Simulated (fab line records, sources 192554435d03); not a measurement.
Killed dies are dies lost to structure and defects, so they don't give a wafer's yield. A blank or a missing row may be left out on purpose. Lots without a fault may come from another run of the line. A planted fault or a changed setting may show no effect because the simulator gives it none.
fab line records | flow n5_finfet
record lots=7 wafers=21 last_day=16
route steps=1938 shown BEOL_M5@1165 PASSIVATION@1936
lots that met no fault: from a run of the same line without faults
start_h: hours from the record's first day to the start of the lot's first wafer shown | wait_h: hours since the lot's step before | " the same as in the row above | L1.1+2: a row that stands for several wafers | - no value, or no start given | * or withheld: withheld | < > ~ a bound
route shown NAME@n: a module of which the file shows steps, and the number in the route of the first | usual: mean/standard deviation of fault-free wafers | same: alike in all rows | chamber/n: place in a boat | sites: the reading at each site | _std_site: their standard deviation | _edge_site: outer sites' mean less inner sites' | radius_mm: how far each site lies from the wafer's centre | mask NAME#n: copy n | behind: the tool/chamber that last shaped the wafer | hold: why the lot was held/for how many hours/how that ended | device: the transistor (n, p or np) that didn't switch | end of line: the same wafers' tests at the end of the route | a step without rows: its recipe alone | killed: dies lost to structure and defects at the first sort, not the wafer's yield | map: a wafer's dies, x killed, . not, _ none there
set.NAME: the setting as run; set.NAME@STEP: as run at that earlier step | model.NAME: the simulator's own value behind a step, which no gauge read
lots at some steps of the route; a table a step, a row a wafer
services: from which hour (start_h, from the record's first day; less than 0 if before it) a tool's chamber was out of use, for how many hours, and why
## steps
# step N5_BEOL_M5_SRD_40
# recipe time_s=30 temp_c=23 rinse_liquid=diw dry=ipa_marangoni
# step N5_BEOL_M5_PRECLEAN_42
# recipe chemistry=residue_remover time_s=60 temp_c=40
# step N5_BEOL_M5_SRD_43
# recipe time_s=30 temp_c=23 rinse_liquid=diw dry=ipa_marangoni
# step N5_BEOL_M5_CD_MEAS_35
# recipe target_cd_nm=28 target_cd_y_nm=24 polarity=opening
# usual cd_nm=27.9/0.45
# columns lot.wafer tool chamber start_h wait_h cd_nm
L904.1 cd_sem-01 - 180.28 0.0 27.8
L904.2 " - " " 27.8
L904.5 " - " " 27.8
L909.3 cd_sem-01 - 206.64 0.0 27.7
L909.5 " - " " 27.7
L909.6 " - " " 26.9
L911.3 cd_sem-01 - 213.00 0.0 27.9
L911.4 " - " " 28.3
L911.5 " - " " 27.9
L912.3 cd_sem-02 - 221.19 0.0 27.4
L912.4 " - " " 27.8
L912.6 " - " " 27.3
L916.2 cd_sem-01 - 249.79 0.0 28.0
L916.3 " - " " 27.4
L916.6 " - " " 28.6
L917.2 cd_sem-02 - 256.68 0.0 28.3
L917.4 " - " " 27.8
L917.5 " - " " 27.2
L924.2 cd_sem-02 - 299.59 0.0 27.1
L924.4 " - " " 28.2
L924.6 " - " " 28.3
# step N5_BEOL_M5_CURE_80
# recipe temp_c=370 time_s=120 ambient=DMADMS/He material=SiCOH_lowk
# usual lamp_power_pct=52.31/0.051 wafer_temp_C_max=371.4/0.56
# columns lot.wafer tool chamber start_h wait_h lamp_power_pct wafer_temp_C_max
L904.1 uv_cure-01 1 180.32 0.0 52.24 371.4
L904.2 " 1 " " 52.40 371.0
L904.5 " 1 " " 52.33 370.9
L909.3 uv_cure-01 1 206.78 0.1 52.32 371.3
L909.5 " 1 " " 52.34 371.1
L909.6 " 1 " " 52.27 371.1
L911.3 uv_cure-02 1 213.24 0.2 52.31 371.0
L911.4 " 1 " " 52.26 371.1
L911.5 " 1 " " 52.36 370.7
L912.3 uv_cure-01 1 221.43 0.2 52.18 370.7
L912.4 " 1 " " 52.29 370.6
L912.6 " 1 " " 52.26 371.0
L916.2 uv_cure-01 1 249.88 0.1 52.30 370.8
L916.3 " 1 " " 52.29 371.1
L916.6 " 1 " " 52.19 371.1
L917.2 uv_cure-02 1 256.78 0.1 52.28 370.6
L917.4 " 1 " " 52.26 371.0
L917.5 " 1 " " 52.39 371.2
L924.2 uv_cure-03 2 299.68 0.1 52.32 372.0
L924.4 " 2 " " 52.35 371.3
L924.6 " 2 " " 52.30 371.7
# step N5_BEOL_M5_DEGAS_44
# recipe ambient=vacuum temp_c=250 time_s=60
# step N5_BEOL_M5_PRE_CLEAN_45
# recipe gas=H2/He time_s=30 temp_c=250
# step N5_BEOL_M5_ALD_86
# recipe material=TaN target_thk_a=* temp_c=275 ald_precursor_family=PDMAT ald_co_reactant=NH3 pressure_torr=3 carrier_flow_sccm=1500 pulse_time_s=2 purge_time_s=3 co_reactant_purge_time_s=2 co_reactant_pulse_time_s=3 ald_cycles=30 precursor_vessel_temp_c=75 precursor_vessel_pressure_torr=26.25 precursor_vessel_carrier_sccm=1000
# usual heater_power_outer_w=236/23 heater_power_w=431/55
# same co_reactant_pulse_time_s=3 pulse_time_s=2
# columns lot.wafer tool chamber start_h wait_h heater_power_outer_w heater_power_w
L904.1 ald_metal-04 1 182.47 0.1 251 496
L904.2 " 2 " " 235 410
L904.5 " 1 " " 257 510
L909.3 ald_metal-03 3 207.30 0.0 222 410
L909.5 " 0 " " 238 466
L909.6 " 3 " " 224 407
L911.3 ald_metal-03 1 215.11 0.0 229 403
L911.4 " 0 " " 238 459
L911.5 " 2 " " 277 530
L912.3 ald_metal-04 3 222.75 0.0 198 342
L912.4 " 2 " " 233 413
L912.6 " 3 " " 202 349
L916.2 ald_metal-03 1 250.62 0.0 229 407
L916.3 " 2 " " 278 524
L916.6 " 1 " " 232 413
L917.2 ald_metal-04 3 257.25 0.1 205 349
L917.4 " 1 " " 256 514
L917.5 " 3 " " 196 348
L924.2 ald_metal-03 2 300.24 0.0 278 529
L924.4 " 3 " " 225 402
L924.6 " 0 " " 233 462
# step N5_BEOL_M5_SURFACE_TREAT_87
# recipe gas=Ar time_s=* ion_energy_ev=* ion_current_ma_cm2=0.5 pressure_mtorr=* ar_flow_sccm=30
# usual throttle_valve_pct=*
# columns lot.wafer tool chamber start_h wait_h throttle_valve_pct
L904.1 pvd_sputter-02 - 182.71 0.1 *
L904.2 " - " " *
L904.5 " - " " *
L909.3 pvd_sputter-02 - 207.61 0.2 *
L909.5 " - " " *
L909.6 " - " " *
L911.3 pvd_sputter-03 - 215.37 0.2 *
L911.4 " - " " *
L911.5 " - " " *
L912.3 pvd_sputter-02 - 223.03 0.2 *
L912.4 " - " " *
L912.6 " - " " *
L916.2 pvd_sputter-02 - 250.97 0.2 *
L916.3 " - " " *
L916.6 " - " " *
L917.2 pvd_sputter-03 - 257.62 0.3 *
L917.4 " - " " *
L917.5 " - " " *
L924.2 pvd_sputter-01 - 300.46 0.1 *
L924.4 " - " " *
L924.6 " - " " *
# step N5_BEOL_M5_CVD_47
# recipe material=Co target_thk_a=30 temp_c=withheld precursor=CCTBA/H2 pressure_torr=30 time_s=216
# step N5_BEOL_M5_SPUTTER_48
# recipe material=Cu target_thk_a=150 temp_c=-20 chamber_pressure_pa=0.07 power_w=withheld time_s=27.62
# usual chamber_pressure_pa=0.07/0.00016 throttle_valve_pct=29.7/0.97
# columns lot.wafer tool chamber start_h wait_h chamber_pressure_pa throttle_valve_pct
L904.1 pvd_sputter-02 - 183.27 0.3 0.07014 29.3
L904.2 " - " " 0.06983 28.7
L904.5 " - " " 0.06979 28.7
L909.3 pvd_sputter-01 - 207.88 0.1 0.06992 30.6
L909.5 " - " " 0.06983 29.9
L909.6 " - " " 0.06992 29.9
L911.3 pvd_sputter-01 - 215.61 0.1 0.0701 30.2
L911.4 " - " " 0.06972 28.5
L911.5 " - " " 0.07001 30.5
L912.3 pvd_sputter-01 - 223.26 0.1 0.06995 28.5
L912.4 " - " " 0.07006 30.8
L912.6 " - " " 0.0701 30.3
L916.2 pvd_sputter-01 - 251.31 0.2 0.07034 28.6
L916.3 " - " " 0.06993 30.7
L916.6 " - " " 0.06996 30.1
L917.2 pvd_sputter-02 - 258.01 0.2 0.07006 30.9
L917.4 " - " " 0.06993 28.9
L917.5 " - " " 0.07007 31.0
L924.2 pvd_sputter-03 - 300.68 0.1 0.07006 30.6
L924.4 " - " " 0.06997 30.0
L924.6 " - " " 0.07 27.5
# step N5_BEOL_M5_ANNEAL_49
# recipe temp_c=400 time_s=1800 ambient=vacuum
# usual heater_power_w=816/100
# columns lot.wafer tool chamber start_h wait_h heater_power_w
L904.1 pvd_sputter-02 - 183.35 0.0 875
L904.2 " - " " 712
L904.5 " - " " 733
L909.3 pvd_sputter-01 - 207.96 0.0 773
L909.5 " - " " 717
L909.6 " - " " 922
L911.3 pvd_sputter-01 - 215.69 0.0 924
L911.4 " - " " 853
L911.5 " - " " 749
L912.3 pvd_sputter-01 - 223.34 0.0 877
L912.4 " - " " 751
L912.6 " - " " 911
L916.2 pvd_sputter-01 - 251.39 0.0 862
L916.3 " - " " 765
L916.6 " - " " 724
L917.2 pvd_sputter-02 - 258.09 0.0 710
L917.4 " - " " 887
L917.5 " - " " 721
L924.2 pvd_sputter-03 - 300.76 0.0 763
L924.4 " - " " 774
L924.6 " - " " 1048
# step N5_BEOL_M5_SPUTTER_81
# recipe material=Cu target_thk_a=150 temp_c=-20 chamber_pressure_pa=0.07 power_w=withheld time_s=27.62
# usual chamber_pressure_pa=0.07/0.00013 throttle_valve_pct=29.7/0.97
# columns lot.wafer tool chamber start_h wait_h chamber_pressure_pa throttle_valve_pct
L904.1 pvd_sputter-02 - 184.35 0.5 0.07001 29.0
L904.2 " - " " 0.07005 28.8
L904.5 " - " " 0.07021 28.9
L909.3 pvd_sputter-01 - 208.97 0.5 0.06991 30.7
L909.5 " - " " 0.07028 30.3
L909.6 " - " " 0.07017 29.9
L911.3 pvd_sputter-01 - 216.70 0.5 0.07001 30.2
L911.4 " - " " 0.06996 28.2
L911.5 " - " " 0.0665 31.4
L912.3 pvd_sputter-01 - 224.35 0.5 0.06989 29.0
L912.4 " - " " 0.06639 31.3
L912.6 " - " " 0.07002 30.4
L916.2 pvd_sputter-01 - 252.40 0.5 0.06992 28.8
L916.3 " - " " 0.06604 31.6
L916.6 " - " " 0.07001 29.9
L917.2 pvd_sputter-02 - 259.10 0.5 0.06995 30.9
L917.4 " - " " 0.0699 29.2
L917.5 " - " " 0.07002 31.2
L924.2 pvd_sputter-03 - 301.76 0.5 0.07 30.6
L924.4 " - " " 0.07 29.7
L924.6 " - " " 0.07014 27.5
# step N5_BEOL_M5_ANNEAL_82
# recipe temp_c=400 time_s=1800 ambient=vacuum
# step N5_PASSIVATION_PROBE_49
# usual defect_limited_yield=91.4/1.6 killed_at_M0_to_M3=31/11 killed_at_M4_up=14/5.7 killed_at_contacts=12/6 killed_at_front_end=41/13 killed_at_other=3.3/2.8 killed_dies=101/19 killed_on_rim=13/3.9 killed_open=67/14 killed_short=33/8.2 sort_bin_4_leakage=0.0/0.37 sort_bin_5_function=5.0/1.1 sort_bin_6_memory=3.3/0.74 sort_bin_8_speed=0.0/0.36 sort_n_pass=1078/20 sort_yield_pct=91.3/1.7
# same gross_dies=1180 killed_at_back_side=0
# columns lot.wafer tool chamber start_h wait_h defect_limited_yield[%] killed_at_M0_to_M3 killed_at_M4_up killed_at_contacts killed_at_front_end killed_at_other killed_dies killed_on_rim killed_open killed_short sort_bin_4_leakage[%] sort_bin_5_function[%] sort_bin_6_memory[%] sort_bin_8_speed[%] sort_n_pass sort_yield_pct[%]
L904.1 prober-02 - 278.19 0.0 91.4 31 13 7 48 3 102 13 57 42 0 5.3 3.1 0 1078 91.4
L904.2 prober-02 - 278.24 0.1 91.4 41 9 9 41 2 102 14 62 30 0 4.3 3.4 0.1 1078 91.4
L904.5 prober-02 - 278.39 0.2 91.1 27 18 7 47 6 105 11 68 36 0 5.3 3.3 0 1075 91.1
L911.3 prober-01 - 307.78 0.1 88.9 46 11 20 47 7 131 13 95 35 0 5.3 5.3 0 1049 88.9
L911.4 prober-01 - 307.83 0.2 90.4 47 8 17 39 2 113 16 69 38 0 5.7 3.3 0 1067 90.4
L911.5 prober-01 - 307.88 0.2 90.3 49 13 15 35 2 114 12 70 42 0.2 5.5 3.6 0 1064 90.2
L912.3 prober-01 - 311.14 0.1 91.1 33 17 22 33 0 105 15 61 40 0 5.6 3.2 0 1075 91.1
L912.4 prober-01 - 311.19 0.2 92.2 23 12 14 42 1 92 8 65 26 0 4.5 3.1 0 1088 92.2
L912.6 prober-01 - 311.29 0.3 91.8 33 11 12 37 4 97 15 70 21 0 4.2 3.3 0 1083 91.8
L916.2 prober-01 - 354.82 0.1 90.3 32 22 13 44 4 115 18 89 25 0 6.1 3.3 0 1065 90.3
L916.3 prober-01 - 354.87 0.1 92.0 23 20 10 32 9 94 12 60 31 0 4.7 2.9 0 1086 92.0
L916.6 prober-01 - 355.02 0.3 92.1 41 14 12 23 3 93 9 60 32 0 4.1 3.6 0 1087 92.1
L917.2 prober-02 - 360.31 0.1 91.2 36 6 17 37 8 104 14 68 36 0 5.5 3.1 0 1076 91.2
L917.4 prober-02 - 360.41 0.2 90.8 24 27 10 37 10 108 17 67 39 0 5.0 3.8 0 1072 90.8
L917.5 prober-02 - 360.46 0.2 91.1 35 20 13 32 5 105 16 65 38 0 5.3 3.3 0 1075 91.1
L924.2 prober-01 - 394.67 0.1 91.4 27 19 14 38 3 101 12 71 30 0 4.3 4.0 0 1079 91.4
L924.4 prober-01 - 394.77 0.2 89.7 29 20 24 49 0 122 19 82 39 0 5.8 4.4 0 1058 89.7
L924.6 prober-01 - 394.87 0.3 90.8 21 21 16 51 0 109 12 72 37 0 5.5 3.2 0 1071 90.8
# killed by level:class
L904.1 STI_FIN_REVEAL:geometric_particle:open=11 GATE_CUT:geometric_particle:short=10 BEOL_M0:geometric_particle:short=9 BEOL_M4:geometric_particle:open=9 BEOL_M3:geometric_particle:open=8 MOL_CONTACT_COAG:geometric_particle:open=6 FIN_SAQP:geometric_particle:open=4 STI_FIN_REVEAL:geometric_particle:short=4
L904.2 STI_FIN_REVEAL:geometric_particle:open=17 BEOL_M0_SAQP:geometric_particle:short=12 BEOL_M0_SAQP:geometric_particle:open=12 MOL_CONTACT_COAG:geometric_particle:open=8 HKMG_FIN:area_etch=6 BEOL_M0:geometric_particle:short=5 BEOL_M0:geometric_particle:open=4 BEOL_M4:geometric_particle:open=4
L904.5 FIN_SAQP:geometric_particle:open=12 STI_FIN_REVEAL:geometric_particle:open=12 BEOL_M0_SAQP:geometric_particle:short=8 BEOL_M0_SAQP:geometric_particle:open=8 BEOL_M4:geometric_particle:open=7 MOL_CONTACT_COAG:geometric_particle:open=6 BEOL_M3:geometric_particle:open=5 GATE_CUT:geometric_particle:open=4
L911.3 MOL_CONTACT_COAG:geometric_particle:open=17 FIN_SAQP:geometric_particle:open=13 FIN_SAQP:geometric_particle:short=11 BEOL_M2:geometric_particle:open=11 BEOL_M0_SAQP:geometric_particle:open=9 BEOL_M3:geometric_particle:open=9 STI_FIN_REVEAL:geometric_particle:open=6 DUMMY_GATE:geometric_particle:open=5
L911.4 BEOL_M0_SAQP:geometric_particle:short=13 MOL_CONTACT_COAG:geometric_particle:open=12 BEOL_M2:geometric_particle:open=9 BEOL_M0_SAQP:geometric_particle:open=8 FIN_SAQP:geometric_particle:short=7 BEOL_M3:geometric_particle:open=6 STI_FIN_REVEAL:geometric_particle:open=5 MOL_CONTACT_COAG:geometric_particle:short=5
L911.5 BEOL_M0_SAQP:geometric_particle:short=14 MOL_CONTACT_COAG:geometric_particle:open=12 BEOL_M0_SAQP:geometric_particle:open=11 BEOL_M3:geometric_particle:open=7 FIN_SAQP:geometric_particle:short=6 FIN_SAQP:geometric_particle:open=6 GATE_CUT:geometric_particle:short=5 BEOL_M2:geometric_particle:open=5
L912.3 MOL_CONTACT_COAG:geometric_particle:open=16 BEOL_M0_SAQP:geometric_particle:short=11 BEOL_M0_SAQP:geometric_particle:open=7 FIN_SAQP:geometric_particle:open=6 MOL_CONTACT_COAG:geometric_particle:short=6 BEOL_M3:geometric_particle:open=6 BEOL_M4:geometric_particle:open=5 STI_FIN_REVEAL:geometric_particle:open=4
L912.4 FIN_SAQP:geometric_particle:open=17 MOL_CONTACT_COAG:geometric_particle:open=13 BEOL_M0_SAQP:geometric_particle:short=10 BEOL_M0_SAQP:geometric_particle:open=7 BEOL_M4:geometric_particle:open=6 GATE_CUT:geometric_particle:short=5 STARTING-WAFER:geometric_particle:open=5 STI_FIN_REVEAL:geometric_particle:open=4
L912.6 BEOL_M0_SAQP:geometric_particle:open=16 STI_FIN_REVEAL:geometric_particle:open=14 MOL_CONTACT_COAG:geometric_particle:open=11 BEOL_M0_SAQP:geometric_particle:short=10 HKMG_FIN:area_etch=4 FIN_SAQP:geometric_particle:open=3 BEOL_M0:geometric_particle:open=3 BEOL_M4:geometric_particle:open=3
L916.2 STI_FIN_REVEAL:geometric_particle:open=26 BEOL_M4:geometric_particle:open=11 MOL_CONTACT_COAG:geometric_particle:open=10 BEOL_M3:geometric_particle:open=9 BEOL_M0_SAQP:geometric_particle:open=6 BEOL_M1:geometric_particle:open=6 FIN_SAQP:geometric_particle:short=5 DUMMY_GATE:geometric_particle:open=4
L916.3 BEOL_M4:geometric_particle:open=12 BEOL_M3:geometric_particle:open=9 FIN_SAQP:geometric_particle:short=7 STI_FIN_REVEAL:geometric_particle:open=7 MOL_CONTACT_COAG:geometric_particle:open=7 BEOL_M1:geometric_particle:open=5 FIN_SAQP:geometric_particle:open=4 MIM_TOP_ETCH:geometric_particle:short=4
L916.6 BEOL_M0_SAQP:geometric_particle:short=9 BEOL_M1:geometric_particle:open=9 MOL_CONTACT_COAG:geometric_particle:open=8 STI_FIN_REVEAL:geometric_particle:open=6 BEOL_M0_SAQP:geometric_particle:open=6 BEOL_M2:geometric_particle:open=6 BEOL_M4:geometric_particle:open=6 FIN_SAQP:geometric_particle:open=5
L917.2 MOL_CONTACT_COAG:geometric_particle:open=14 FIN_SAQP:geometric_particle:short=10 STI_FIN_REVEAL:geometric_particle:open=8 BEOL_M0_SAQP:geometric_particle:short=8 BEOL_M0_SAQP:geometric_particle:open=6 BEOL_M0:geometric_particle:open=6 BEOL_M3:geometric_particle:open=6 BEOL_M1:geometric_particle:open=5
L917.4 BEOL_M4:geometric_particle:open=11 MOL_CONTACT_COAG:geometric_particle:open=9 BEOL_M0_SAQP:geometric_particle:short=7 FIN_SAQP:geometric_particle:open=6 SPACER0:geometric_particle:open=5 BEOL_M4:geometric_particle:short=5 DUMMY_GATE:geometric_particle:open=4 BEOL_M2:geometric_particle:short=4
L917.5 BEOL_M0_SAQP:geometric_particle:short=10 MOL_CONTACT_COAG:geometric_particle:open=8 BEOL_M0_SAQP:geometric_particle:open=7 BEOL_M4:geometric_particle:open=6 FIN_SAQP:geometric_particle:open=5 BEOL_M3:geometric_particle:open=5 SPACER0:geometric_particle:short=5 MOL_CONTACT_COAG:geometric_particle:short=5
L924.2 FIN_SAQP:geometric_particle:open=14 MOL_CONTACT_COAG:geometric_particle:open=13 FIN_SAQP:geometric_particle:short=9 BEOL_M0_SAQP:geometric_particle:open=8 BEOL_M4:geometric_particle:open=8 DUMMY_GATE:geometric_particle:open=7 BEOL_M0_SAQP:geometric_particle:short=7 BEOL_M2:geometric_particle:open=4
L924.4 STI_FIN_REVEAL:geometric_particle:open=20 MOL_CONTACT_COAG:geometric_particle:open=20 FIN_SAQP:geometric_particle:short=12 BEOL_M4:geometric_particle:open=6 BEOL_M0_SAQP:geometric_particle:short=6 BEOL_M2:geometric_particle:open=5 MOL_CONTACT_COAG:geometric_particle:short=4 BEOL_M0_SAQP:geometric_particle:open=4
L924.6 MOL_CONTACT_COAG:geometric_particle:open=16 STI_FIN_REVEAL:geometric_particle:open=15 FIN_SAQP:geometric_particle:short=11 BEOL_M4:geometric_particle:open=11 FIN_SAQP:geometric_particle:open=7 STI_FIN_REVEAL:geometric_particle:short=6 BEOL_M0_SAQP:geometric_particle:open=6 BEOL_M4:geometric_particle:short=6
## services
# columns tool chamber start_h hours kind
uv_cure-01 - 157.71 22.2 pm
uv_cure-03 - 180.92 0.6 repair
uv_cure-02 - 193.24 0.6 repair
uv_cure-02 - 201.49 7.5 pm
uv_cure-03 - 207.16 7.5 pm
uv_cure-02 - 233.26 9.8 repair
uv_cure-03 - 259.37 0.8 repair
ald_metal-03 2 291.81 8.0 repair
## key
first_sign step=N5_BEOL_M5_SPUTTER_81 reading=chamber_pressure_pa direction=down sigmas=28 usual=0.07 struck=0.06631
effect none on later readings
met_at N5_BEOL_M5_SPUTTER_81
struck_wafers L911.5,L912.4,L916.3
onset_between 208.97 216.70
fault kind=process_parameter_drift tool=pvd_sputter-01 chamber=- onset_h=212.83 steps=N5_BEOL_M5_SPUTTER_81 channel=chamber_pressure_pa offset=-0.0036283 shape=step end_h=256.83 acts_in=these_recipes_only stated=0.07 scope=struck_wafers_only
